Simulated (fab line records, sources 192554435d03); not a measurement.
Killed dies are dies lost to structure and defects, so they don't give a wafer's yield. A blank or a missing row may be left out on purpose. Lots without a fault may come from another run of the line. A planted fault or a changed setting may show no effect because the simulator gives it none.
Chamber matching | flow n5_finfet | N5_HKMG_FIN_ETCH_67 on rie_diel-06: 4 sister chambers
The step etches SOC in N2/H2, stops on TiN, target depth 388.9 nm. 27 wafers are shown with their chamber, then 12 later ones without.

WAFERS WITH THEIR CHAMBER
wafer  | chamber | showerhead_plenum_p_Torr (Torr) | drypump_motor_current_A (A) | throttle_valve_pct (%)
L075.1 | 3       | 2.45                            | 6.2                         | 17.83
L075.4 | 2       | 2.50                            | 5.9                         | 17.63
L075.5 | 0       | 2.50                            | 5.8                         | 18.09
L076.1 | 3       | 2.45                            | 6.2                         | 17.83
L076.2 | 1       | 2.56                            | 6.0                         | 18.15
L076.4 | 0       | 2.50                            | 5.9                         | 18.09
L078.3 | 0       | 2.50                            | 5.8                         | 18.08
L078.5 | 1       | 2.56                            | 6.0                         | 18.13
L078.6 | 0       | 2.50                            | 5.8                         | 18.10
L082.1 | 1       | 2.55                            | 6.0                         | 18.16
L082.4 | 3       | 2.44                            | 6.2                         | 17.87
L082.5 | 1       | 2.55                            | 6.0                         | 18.15
L083.2 | 3       | 2.44                            | 6.2                         | 17.86
L083.5 | 3       | 2.44                            | 6.2                         | 17.86
L083.6 | 1       | 2.55                            | 5.9                         | 18.19
L085.1 | 1       | 2.55                            | 6.0                         | 18.16
L085.5 | 3       | 2.44                            | 6.2                         | 17.88
L085.6 | 0       | 2.50                            | 5.8                         | 17.62
L088.2 | 2       | 2.49                            | 5.9                         | 17.27
L088.3 | 0       | 2.49                            | 5.8                         | 17.64
L088.5 | 1       | 2.55                            | 6.0                         | 18.19
L089.1 | 0       | 2.49                            | 5.8                         | 17.65
L089.2 | 1       | 2.55                            | 6.0                         | 18.18
L089.5 | 1       | 2.55                            | 6.0                         | 18.19
L090.3 | 1       | 2.55                            | 6.0                         | 18.20
L090.5 | 2       | 2.49                            | 5.9                         | 17.26
L090.6 | 1       | 2.55                            | 5.9                         | 18.19

SIGNATURES (means of the wafers above)
reading                  | chamber 0 | chamber 1 | chamber 2 | chamber 3 | scatter within a chamber
showerhead_plenum_p_Torr | 2.4971    | 2.5518    | 2.4933    | 2.4433    | 0.00469
drypump_motor_current_A  | 5.814     | 5.982     | 5.900     | 6.200     | 0.0329
throttle_valve_pct       | 17.8957   | 18.1718   | 17.3867   | 17.8550   | 0.14
Rule: a wafer's distance from a chamber is the root of the sum, over the readings, of the square of ((its reading less the chamber's mean) divided by the reading's scatter). The wafer belongs to the nearest chamber; if the next one is less than 2 further off, it can't be placed. The scatter: the root of (the sum of the squares of (reading less its chamber's mean) over the shown wafers, divided by (wafers less chambers)).

WAFERS WITHOUT THEIR CHAMBER
wafer  | showerhead_plenum_p_Torr (Torr) | drypump_motor_current_A (A) | throttle_valve_pct (%)
L092.2 | 2.54                            | 6.0                         | 18.21
L092.3 | 2.48                            | 5.9                         | 17.27
L092.5 | 2.54                            | 6.0                         | 18.20
L093.1 | 2.49                            | 5.8                         | 17.67
L093.3 | 2.54                            | 6.0                         | 18.19
L093.6 | 2.49                            | 5.8                         | 17.68
L095.3 | 2.54                            | 6.0                         | 18.20
L095.4 | 2.48                            | 5.9                         | 17.28
L095.5 | 2.43                            | 6.2                         | 17.90
L097.1 | 2.54                            | 6.0                         | 18.23
L097.2 | 2.48                            | 5.9                         | 17.29
L097.3 | 2.43                            | 6.2                         | 17.91

WHICH CHAMBER EACH WENT THROUGH
wafer  | from the rows above     | in truth
L092.2 | 1                       | 1
L092.3 | 2                       | 2
L092.5 | 1                       | 1
L093.1 | can't be placed: 0 or 2 | 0
L093.3 | 1                       | 1
L093.6 | can't be placed: 0 or 2 | 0
L095.3 | 1                       | 1
L095.4 | 2                       | 2
L095.5 | 3                       | 3
L097.1 | 1                       | 1
L097.2 | 2                       | 2
L097.3 | 3                       | 3
Placed correctly: 10 of 12. Can't be placed from these rows: 2 (the true chamber is among the candidates in 2). Placed wrongly: 0.
